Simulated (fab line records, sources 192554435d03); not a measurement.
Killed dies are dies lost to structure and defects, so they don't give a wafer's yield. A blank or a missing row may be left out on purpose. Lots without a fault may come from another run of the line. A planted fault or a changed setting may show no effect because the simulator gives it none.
Split-lot experiment | flow n5_finfet | 7 lots, 21 wafers read, on a route of 1938 steps

THE SPLIT
At N5_SD_ACTIVATION_LSA_01 (time 0.0008 s), the setting temp_c was moved away from the recipe's 1080 C on 11 of the 21 wafers read, by -2.5% to +2.6%. The other wafers ran this setting at the recipe's value.

The file shows no step between the split and the reading.

THE READING
RS_SD_N, in ohm/sq, at N5_SD_ACTIVATION_RS_MEAS_03 (measures by four-point-probe). Fault-free wafers of this fab line usually give 21.83 ohm/sq, standard deviation 0.27 ohm/sq.

wafer  | tool, chamber at the split | temp_c as run, C | against the recipe | RS_SD_N, ohm/sq | against lot-mates on the recipe
L074.1 | laser_anneal-02, 0         | 1108             | +2.6%              | 19.20           | -2.79
L074.3 | laser_anneal-02, 0         | 1080             | recipe             | 21.90           | -
L074.5 | laser_anneal-02, 0         | 1080             | recipe             | 22.08           | -
L077.1 | laser_anneal-01, 0         | 1093             | +1.2%              | 20.63           | -1.35
L077.3 | laser_anneal-01, 0         | 1093             | +1.2%              | 20.14           | -1.84
L077.6 | laser_anneal-01, 0         | 1080             | recipe             | 21.98           | -
L079.1 | laser_anneal-01, 0         | 1080             | recipe             | 21.73           | -
L079.3 | laser_anneal-01, 0         | 1080             | recipe             | 21.81           | -
L079.6 | laser_anneal-01, 0         | 1080             | recipe             | 21.74           | -
L083.1 | laser_anneal-01, 0         | 1053             | -2.5%              | 25.06           | +2.92
L083.5 | laser_anneal-01, 0         | 1080             | recipe             | 22.14           | -
L083.6 | laser_anneal-01, 0         | 1053             | -2.5%              | 24.60           | +2.46
L086.1 | laser_anneal-01, 0         | 1096             | +1.5%              | 20.31           | -1.62
L086.2 | laser_anneal-01, 0         | 1080             | recipe             | 21.93           | -
L086.3 | laser_anneal-01, 0         | 1096             | +1.5%              | 20.24           | -1.69
L087.1 | laser_anneal-02, 0         | 1080             | recipe             | 21.57           | -
L087.5 | laser_anneal-02, 0         | 1102             | +2.0%              | 19.27           | -2.18
L087.6 | laser_anneal-02, 0         | 1080             | recipe             | 21.33           | -
L095.1 | laser_anneal-02, 0         | 1068             | -1.1%              | 23.17           | no lot-mate on the recipe
L095.3 | laser_anneal-02, 0         | 1068             | -1.1%              | 23.13           | no lot-mate on the recipe
L095.4 | laser_anneal-02, 0         | 1068             | -1.1%              | 23.28           | no lot-mate on the recipe

THE FIT
A straight line over all 21 wafers: RS_SD_N changes by -1.16 ohm/sq for each +1% of temp_c; r = -0.99; the points scatter about the line by 0.23 ohm/sq.
The same after taking each lot's own level away (the mean of its wafers on the recipe; 18 wafers): -1.1 ohm/sq for each +1%; r = -0.99; scatter 0.16 ohm/sq.
On that fit, the largest move of temp_c shifts the reading by 2.9 ohm/sq.
The lots' own levels span 21.450 to 22.140 ohm/sq, that is 2.6 times the standard deviation above.
So the lot-to-lot level changes the slope little: the two slopes agree.
Check: with one of the wafers moved furthest among these (+2.6%) left out of the fit, the line predicts -2.91 ohm/sq for it against its lot-mates. It came out at -2.79 ohm/sq against them.
Tool readings at the split's step, against how far the setting was moved: wafer_temp_C_max r = +0.99.

THE WHOLE CHAIN: every reading that the file lists as answering this split, in the file's order
step                        | what it does                 | reading          | change (the file's fit)              | r (the file's)
N5_SD_ACTIVATION_LSA_01     | time 0.0008 s                | wafer_temp_C_max | withheld for each +1% of the setting | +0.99
N5_SD_ACTIVATION_RS_MEAS_03 | measures by four-point-probe | RS_SD_N          | -1.1 for each +1% of the setting     | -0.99

THE FILE'S OWN FIT
RS_SD_N changes by -1.1 ohm/sq for each +1% of temp_c, r = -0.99.
